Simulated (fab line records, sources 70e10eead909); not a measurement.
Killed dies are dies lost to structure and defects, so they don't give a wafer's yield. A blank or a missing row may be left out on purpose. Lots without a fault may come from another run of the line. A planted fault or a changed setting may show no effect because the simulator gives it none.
fab line records | flow nand_harc
record lots=13 wafers=39 last_day=24
route steps=1159 shown A_M0@1025 A_M1@1037 END@1159
lots that met no fault: from a run of the same line without faults
start_h: hours from the record's first day to the start of the lot's first wafer shown | wait_h: hours since the lot's step before | " the same as in the row above | L1.1+2: a row that stands for several wafers | - no value, or no start given | * or withheld: withheld | < > ~ a bound
route shown NAME@n: a module of which the file shows steps, and the number in the route of the first | usual: mean/standard deviation of fault-free wafers | same: alike in all rows | chamber/n: place in a boat | sites: the reading at each site | _std_site: their standard deviation | _edge_site: outer sites' mean less inner sites' | radius_mm: how far each site lies from the wafer's centre | mask NAME#n: copy n | behind: the tool/chamber that last shaped the wafer | hold: why the lot was held/for how many hours/how that ended | device: the transistor (n, p or np) that didn't switch | end of line: the same wafers' tests at the end of the route | a step without rows: its recipe alone | killed: dies lost to structure and defects at the first sort, not the wafer's yield | map: a wafer's dies, x killed, . not, _ none there
set.NAME: the setting as run; set.NAME@STEP: as run at that earlier step | model.NAME: the simulator's own value behind a step, which no gauge read
steps of the route over a sample of lots; a table a step, a row a wafer
services: from which hour (start_h, from the record's first day; less than 0 if before it) a tool's chamber was out of use, for how many hours, and why
## steps
# step NHARC_A_M0_DEP_32
# recipe target_thk_a=300 temp_c=370 target_thk_nm=30 pressure_torr=3 flow_sccm=200 rf_w=450 material=SiCN
# usual heater_power_w=579/60
# columns lot.wafer tool chamber start_h wait_h heater_power_w
L970.2 pecvd-04 2 415.40 0.1 615
L970.1 " 1 " " 556
L970.6 " 1 " " 547
L969.1 pecvd-01 0 415.42 0.1 559
L969.2 " 2 " " 453
L969.6 " 1 " " 537
L973.2 pecvd-02 0 415.78 0.1 716
L973.1 " 1 " " 530
L973.5 " 2 " " 558
L972.3 pecvd-04 0 415.79 0.1 651
L972.5 " 2 " " 651
L972.4 " 1 " " 596
L971.1 pecvd-01 0 417.96 0.1 555
L971.5 " 0 " " 556
L971.4 " 1 " " 618
L975.1 pecvd-04 1 430.16 0.1 596
L975.4 " 1 " " 611
L975.6 " 0 " " 679
L978.2 pecvd-04 1 440.37 0.1 615
L978.5 " 2 " " 593
L978.6 " 0 " " 626
L977.3 pecvd-01 2 450.44 0.1 516
L977.1 " 0 " " 518
L977.5 " 0 " " 508
L976.2 pecvd-04 0 461.98 0.1 658
L976.1 " 1 " " 655
L976.5 " 0 " " 661
L979.1 pecvd-04 2 465.49 0.1 584
L979.4 " 0 " " 649
L979.5 " 2 " " 590
L984.5 pecvd-02 0 480.47 0.2 605
L984.6 " 1 " " 552
L984.4 " 2 " " 620
L992.2 pecvd-04 0 523.45 0.1 697
L992.1 " 1 " " 608
L992.6 " 2 " " 641
L991.1 pecvd-01 0 532.78 0.1 567
L991.6 " 1 " " 566
L991.4 " 2 " " 464
# step NHARC_A_M1_OVL_MEAS_10
# recipe pitch_nm=240
# usual overlay_x_nm=0.0/0.91 overlay_y_nm=0.2/0.98
# columns lot.wafer tool chamber start_h wait_h overlay_x_nm overlay_y_nm
L969.1 overlay-01 - 416.92 - 0.3 0.3
L969.2 " - " " 0.1 0.2
L969.6 " - " " -0.1 0.7
L970.1 overlay-02 - 417.08 - -1.4 0.6
L970.2 " - " " -1.6 0.7
L970.6 " - " " -0.6 0.3
L972.3 overlay-01 - 417.23 - 0.8 0.1
L972.4 " - " " 0.7 0.2
L972.5 " - " " 1.4 0.2
L973.1 overlay-02 - 417.39 - 1.4 -0.8
L973.2 " - " " 1.0 -1.5
L973.5 " - " " 1.8 -1.2
L971.1 overlay-01 - 419.13 - 0.4 0.8
L971.4 " - " " -0.2 0.4
L971.5 " - " " 0.0 0.0
L975.1 overlay-02 - 431.50 - 1.3 1.6
L975.4 " - " " 0.9 1.3
L975.6 " - " " 0.8 1.2
L978.2 overlay-02 - 441.60 - -1.8 -0.6
L978.5 " - " " -1.1 -0.1
L978.6 " - " " -1.4 -0.9
L977.1 overlay-02 - 451.76 - -1.0 -1.3
L977.3 " - " " -1.0 -0.9
L977.5 " - " " -1.0 -0.9
L976.1 overlay-02 - 463.32 - -1.2 0.9
L976.2 " - " " -2.1 0.4
L976.5 " - " " -1.4 1.3
L979.1 overlay-02 - 466.71 - 0.4 1.3
L979.4 " - " " 0.5 1.2
L979.5 " - " " 0.6 0.8
L984.4 overlay-02 - 481.63 - 0.6 1.0
L984.5 " - " " 0.8 1.2
L984.6 " - " " 0.9 1.2
L992.1 overlay-01 - 525.49 - -0.5 1.3
L992.2 " - " " -0.4 1.5
L992.6 " - " " -0.6 1.9
L991.1 overlay-01 - 534.04 - 0.7 0.6
L991.4 " - " " 0.7 0.2
L991.6 " - " " 0.7 0.3
# step NHARC_A_M1_STRIP_19
# recipe time_s=600 temp_c=30 chemistry=post_etch_residue_remover
# usual run_length_s=602.9/1.2
# columns lot.wafer tool chamber start_h wait_h run_length_s
L969.6 wet_bench-08 5 417.88 - 604.2
L969.1 " 0 " " 600.9
L969.2 " 1 " " 604.3
L970.1 wet_bench-08 0 418.02 - 601.7
L970.6 " 1 " " 603.8
L970.2 " 3 " " 604.1
L972.5 wet_bench-08 0 418.22 - 600.8
L972.3 " 1 " " 603.6
L972.4 " 2 " " 600.4
L973.2 wet_bench-08 7 418.27 - 602.0
L973.1 " 1 " " 603.7
L973.5 " 3 " " 602.6
L971.1 wet_bench-08 5 420.02 - 603.0
L971.5 " 6 " " 604.6
L971.4 " 0 " " 601.8
L975.1 wet_bench-08 3 432.35 - 602.6
L975.4 " 4 " " 602.7
L975.6 " 7 " " 602.6
L978.6 wet_bench-10 5 442.47 - 604.7
L978.5 " 6 " " 603.8
L978.2 " 0 " " 602.9
L977.3 wet_bench-08 4 452.62 - 603.8
L977.1 " 5 " " 603.6
L977.5 " 7 " " 602.2
L976.2 wet_bench-10 1 464.23 - 602.5
L976.1 " 2 " " 602.0
L976.5 " 4 " " 603.3
L979.1 wet_bench-10 4 467.56 - 602.5
L979.5 " 5 " " 604.2
L979.4 " 0 " " 602.8
L984.6 wet_bench-10 1 482.48 - 656.8
L984.5 " 3 " " 602.5
L984.4 " 5 " " 603.5
L992.2 wet_bench-08 7 526.34 - 604.1
L992.6 " 0 " " 601.3
L992.1 " 4 " " 604.0
L991.4 wet_bench-08 2 534.89 - 601.2
L991.6 " 3 " " 604.1
L991.1 " 4 " " 604.1
# step NHARC_A_M1_THK_MEAS_24
# recipe thk_meas_gauge=xrf
# usual thk_nm=154.4/1.7
# columns lot.wafer tool chamber start_h wait_h thk_nm
L969.1 film_metro-02 - 419.67 - 153.2
L969.2 " - " " 151.8
L969.6 " - " " 152.6
L970.1 film_metro-02 - 419.74 - 153.6
L970.2 " - " " 155.1
L970.6 " - " " 154.0
L972.3 film_metro-02 - 420.07 - 154.1
L972.4 " - " " 153.8
L972.5 " - " " 155.8
L973.1 film_metro-02 - 420.25 - 156.4
L973.2 " - " " 154.0
L973.5 " - " " 154.9
L971.1 film_metro-01 - 421.71 - 154.7
L971.4 " - " " 156.9
L971.5 " - " " 153.5
L975.1 film_metro-02 - 434.28 - 153.7
L975.4 " - " " 155.2
L975.6 " - " " 157.8
L978.2 film_metro-02 - 444.13 - 155.6
L978.5 " - " " 153.7
L978.6 " - " " 153.3
L977.1 film_metro-01 - 454.29 - 158.0
L977.3 " - " " 155.1
L977.5 " - " " 159.0
L976.1 film_metro-01 - 465.93 - 154.3
L976.2 " - " " 155.0
L976.5 " - " " 154.7
L979.1 film_metro-01 - 469.22 - 153.3
L979.4 " - " " 153.3
L979.5 " - " " 150.3
L984.4 film_metro-02 - 484.19 - 156.5
L984.5 " - " " 153.7
L984.6 " - " " 156.5
L992.1 film_metro-02 - 528.03 - 155.8
L992.2 " - " " 152.2
L992.6 " - " " 154.3
L991.1 film_metro-01 - 536.67 - 155.1
L991.4 " - " " 155.0
L991.6 " - " " 153.8
# step NHARC_END_SORT_01
# recipe temp_c=25
# usual defect_limited_yield=95.1/1.3 killed_at_array=29/8.4 killed_at_other=0.7/1.2 killed_at_periphery=3.8/2.1 killed_dies=33/9 killed_open=3.4/2 killed_short=2.1/1.4 sort_bin_2_pct=1.5/0.56 sort_bin_3_pct=0.26/0.2 sort_bin_4_pct=3.1/0.91 sort_n_pass=644/9 sort_rim_yield_pct=96.2/2.2 sort_yield_pct=95.1/1.3
# same gross_dies=677 sort_bin_5_pct[%]=0 sort_bin_6_pct[%]=0 sort_bin_7_pct[%]=0 sort_bin_8_pct[%]=0 sort_rim_n_gross=106.00
# columns lot.wafer tool chamber start_h wait_h defect_limited_yield[%] killed_at_array killed_at_other killed_at_periphery killed_dies killed_open killed_short sort_bin_2_pct[%] sort_bin_3_pct[%] sort_bin_4_pct[%] sort_n_pass sort_rim_yield_pct[%] sort_yield_pct[%]
L969.1 prober-01 0 487.65 2.5 93.9 33 0 8 41 5 2 2.2 0.15 3.7 636 94.3 93.9
L969.2 prober-01 0 488.46 2.8 95.0 29 0 5 34 5 1 1.9 0 3.1 643 94.3 95.0
L969.6 prober-01 0 491.68 4.0 95.3 29 0 3 32 1 2 2.2 0.30 2.2 645 96.2 95.3
L978.2 prober-01 0 504.02 2.7 95.3 27 0 5 32 1 3 1.9 0.15 2.7 645 96.2 95.3
L978.5 prober-01 0 506.44 3.7 94.7 29 0 7 36 4 2 1.8 0.44 3.1 641 91.5 94.7
L978.6 prober-01 0 507.25 4.0 95.0 28 0 6 34 5 1 1.2 0.15 3.7 643 98.1 95.0
L977.1 prober-01 0 511.08 2.5 96.5 22 0 2 24 4 2 1.0 0.30 2.2 653 96.2 96.5
L977.3 prober-01 0 512.70 3.1 96.6 23 0 0 23 2 5 1.3 0 2.1 654 99.1 96.6
L977.5 prober-01 0 514.31 3.7 96.2 22 0 4 26 5 0 1.2 0 2.7 651 99.1 96.2
L979.1 prober-02 0 526.62 2.5 93.5 38 0 6 44 5 6 1.9 0.30 4.3 633 95.3 93.5
L979.4 prober-02 0 529.03 3.4 93.9 36 0 5 41 4 3 1.9 0.15 4.0 636 95.3 93.9
L979.5 prober-02 0 529.83 3.7 94.2 34 0 5 39 2 2 1.3 0.44 4.0 638 89.6 94.2
L984.4 prober-02 0 536.85 3.4 96.0 26 0 1 27 1 0 1.3 0 2.7 650 97.2 96.0
L984.5 prober-02 0 537.65 3.7 95.7 26 0 3 29 3 2 1.5 0.15 2.7 648 96.2 95.7
L984.6 prober-02 0 538.45 4.0 94.4 35 0 3 38 4 4 1.8 0.74 3.1 639 95.3 94.4
L991.1 prober-01 0 572.97 2.5 93.8 37 0 5 42 7 0 1.8 0.15 4.3 635 97.2 93.8
L991.4 prober-01 0 575.38 3.4 92.5 46 2 3 51 5 6 3.0 0.59 4.0 626 96.2 92.5
L991.6 prober-01 0 576.99 4.0 92.9 42 1 5 48 6 1 2.4 0.30 4.4 629 97.2 92.9
# killed by level:class
L969.1 A_CHANNEL_HOLE_D1:chamber_film_flake=12 A_SLIT:chamber_film_flake=8 A_STAIRCASE:chamber_film_flake=4 A_CONTACT:chamber_film_flake=4 P_M0:chamber_film_flake=2 P_M1:chamber_film_flake=2 A_CHANNEL_FILL_D1:chamber_film_flake=2 P_GATE:geometric_particle:open=1
L969.2 A_SLIT:chamber_film_flake=11 A_CHANNEL_HOLE_D1:chamber_film_flake=7 A_STAIRCASE:chamber_film_flake=3 P_M0:chamber_film_flake=2 A_CHANNEL_FILL_D1:chamber_film_flake=2 A_CONTACT:chamber_film_flake=2 P_M0:geometric_particle:short=1 P_M1:geometric_particle:open=1
L969.6 A_CHANNEL_HOLE_D1:chamber_film_flake=10 A_SLIT:chamber_film_flake=10 A_STAIRCASE:chamber_film_flake=4 A_CONTACT:chamber_film_flake=3 A_WL_FILL:geometric_particle:short=2 P_M1:chamber_film_flake=2 P_GATE:geometric_particle:open=1
L978.2 A_CHANNEL_HOLE_D1:chamber_film_flake=15 P_M0:chamber_film_flake=3 A_STAIRCASE:chamber_film_flake=3 A_CONTACT:chamber_film_flake=2 P_M0:geometric_particle:short=1 A_ONON_D1:geometric_particle:short=1 A_CHANNEL_HOLE_D1:geometric_particle:short=1 A_M0:geometric_particle:open=1
L978.5 A_CHANNEL_HOLE_D1:chamber_film_flake=18 A_STAIRCASE:chamber_film_flake=4 P_ZERO_WELL:chamber_film_flake=2 A_CONTACT:chamber_film_flake=2 P_GATE:geometric_particle:open=1 P_CONTACT:geometric_particle:open=1 A_ONON_D1:geometric_particle:short=1 A_SGD_CUT:geometric_particle:short=1
L978.6 A_CHANNEL_HOLE_D1:chamber_film_flake=13 A_CONTACT:chamber_film_flake=6 P_M0:chamber_film_flake=4 A_BONDPAD:chamber_film_flake=3 A_M0:geometric_particle:open=2 P_CONTACT:geometric_particle:open=1 A_CONTACT:geometric_particle:open=1 A_BLC:geometric_particle:open=1
L977.1 A_SLIT:chamber_film_flake=12 A_CHANNEL_HOLE_D1:chamber_film_flake=4 A_WL_FILL:geometric_particle:short=2 P_M2:geometric_particle:open=1 A_CHANNEL_HOLE_D1:geometric_particle:open=1 A_WL_FILL:geometric_particle:open=1 A_BLC:geometric_particle:open=1 P_ZERO_WELL:chamber_film_flake=1
L977.3 A_SLIT:chamber_film_flake=10 A_CHANNEL_HOLE_D1:chamber_film_flake=5 A_WL_FILL:geometric_particle:short=4 A_WL_FILL:geometric_particle:open=1 A_CONTACT:geometric_particle:short=1 A_M0:geometric_particle:open=1 A_STAIRCASE:chamber_film_flake=1
L977.5 A_SLIT:chamber_film_flake=13 A_CHANNEL_HOLE_D1:chamber_film_flake=6 P_CONTACT:geometric_particle:open=1 P_M1:geometric_particle:open=1 A_CHANNEL_HOLE_D1:geometric_particle:open=1 A_CONTACT:geometric_particle:open=1 A_BONDPAD:geometric_particle:open=1 P_STI:chamber_film_flake=1
L979.1 A_CHANNEL_HOLE_D1:chamber_film_flake=11 A_M0:chamber_film_flake=8 A_WL_FILL:chamber_film_flake=4 A_WL_FILL:geometric_particle:short=2 A_CONTACT:geometric_particle:open=2 P_ZERO_WELL:chamber_film_flake=2 A_CHANNEL_FILL_D1:chamber_film_flake=2 A_CONTACT:chamber_film_flake=2
L979.4 A_CHANNEL_HOLE_D1:chamber_film_flake=15 A_CHANNEL_FILL_D1:chamber_film_flake=4 A_CONTACT:chamber_film_flake=4 A_M0:chamber_film_flake=4 A_STAIRCASE:chamber_film_flake=2 A_WL_FILL:chamber_film_flake=2 P_CONTACT:geometric_particle:open=1 P_M0:geometric_particle:short=1
L979.5 A_CHANNEL_HOLE_D1:chamber_film_flake=25 P_CONTACT:chamber_film_flake=3 A_M0:chamber_film_flake=3 A_WL_FILL:chamber_film_flake=2 P_M0:geometric_particle:open=1 A_CHANNEL_FILL_D1:geometric_particle:short=1 A_WL_FILL:geometric_particle:short=1 A_BLC:geometric_particle:open=1
L984.4 A_CHANNEL_HOLE_D1:chamber_film_flake=20 A_STAIRCASE:chamber_film_flake=2 A_BLC:chamber_film_flake=2 A_CHANNEL_FILL_D1:geometric_particle:open=1 P_STI:chamber_film_flake=1 A_WL_FILL:chamber_film_flake=1
L984.5 A_CHANNEL_HOLE_D1:chamber_film_flake=16 A_M1:chamber_film_flake=3 A_STAIRCASE:chamber_film_flake=2 P_CONTACT:geometric_particle:open=1 P_M0:geometric_particle:open=1 A_CHANNEL_FILL_D1:geometric_particle:short=1 A_SGD_CUT:geometric_particle:short=1 A_WL_FILL:geometric_particle:open=1
L984.6 A_CHANNEL_HOLE_D1:chamber_film_flake=21 A_STAIRCASE:chamber_film_flake=3 A_WL_FILL:geometric_particle:open=2 A_ZERO_WELL:chamber_film_flake=2 A_M1:chamber_film_flake=2 P_CONTACT:geometric_particle:short=1 P_M1:geometric_particle:short=1 A_ONON_D1:geometric_particle:open=1
L991.1 A_SLIT:chamber_film_flake=16 A_CHANNEL_HOLE_D1:chamber_film_flake=9 A_STAIRCASE:chamber_film_flake=4 A_WL_FILL:geometric_particle:open=3 A_CONTACT:chamber_film_flake=3 P_M0:geometric_particle:open=2 P_ZERO_WELL:chamber_film_flake=2 A_SGD_CUT:geometric_particle:open=1
L991.4 A_SLIT:chamber_film_flake=25 A_CONTACT:chamber_film_flake=7 A_CHANNEL_HOLE_D1:chamber_film_flake=4 P_GATE:geometric_particle:short=2 A_WL_FILL:geometric_particle:short=2 A_WL_FILL:geometric_particle:open=2 A_STAIRCASE:chamber_film_flake=2 THIN_TSV:chamber_film_flake=2
L991.6 A_SLIT:chamber_film_flake=19 A_CHANNEL_HOLE_D1:chamber_film_flake=12 A_CONTACT:chamber_film_flake=4 A_STAIRCASE:chamber_film_flake=3 A_WL_FILL:geometric_particle:open=2 P_GATE:chamber_film_flake=2 P_GATE:geometric_particle:open=1 P_CONTACT:geometric_particle:short=1
## services
# columns tool chamber start_h hours kind
wet_bench-08 - 406.42 8.0 pm
wet_bench-08 0 414.42 - consumable_replace:bath
wet_bench-08 0 414.42 - consumable_replace:filter
wet_bench-08 1 414.42 - consumable_replace:bath
wet_bench-08 1 414.42 - consumable_replace:filter
wet_bench-08 2 414.42 - consumable_replace:bath
wet_bench-08 2 414.42 - consumable_replace:filter
wet_bench-08 3 414.42 - consumable_replace:bath
wet_bench-08 3 414.42 - consumable_replace:filter
wet_bench-08 4 414.42 - consumable_replace:bath
wet_bench-08 4 414.42 - consumable_replace:filter
wet_bench-08 5 414.42 - consumable_replace:bath
wet_bench-08 5 414.42 - consumable_replace:filter
wet_bench-08 6 414.42 - consumable_replace:bath
wet_bench-08 6 414.42 - consumable_replace:filter
wet_bench-08 7 414.42 - consumable_replace:bath
wet_bench-08 7 414.42 - consumable_replace:filter
pecvd-01 - 418.19 13.0 pm
pecvd-01 0 418.19 13.0 vent_cycle
pecvd-01 1 418.19 13.0 vent_cycle
wet_bench-10 - 427.19 8.0 pm
pecvd-02 1 447.46 7.7 repair
pecvd-02 2 513.38 3.7 repair
pecvd-02 - 515.69 13.0 pm
## key
first_sign step=NHARC_A_M1_STRIP_19 reading=run_length_s direction=up sigmas=46 usual=* struck=*
effect none on later readings
met_at NHARC_A_M1_STRIP_19
struck_lots L984
struck_wafers L984.6
not_acting_at NHARC_A_M0_DEP_32,NHARC_A_M1_OVL_MEAS_10,NHARC_A_M1_THK_MEAS_24
onset_between 464.23 482.48
fault kind=process_parameter_drift tool=wet_bench-10 chamber=1 onset_h=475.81 steps=NHARC_A_M1_STRIP_19 channel=time_s offset=* shape=step end_h=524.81 acts_in=* stated=*
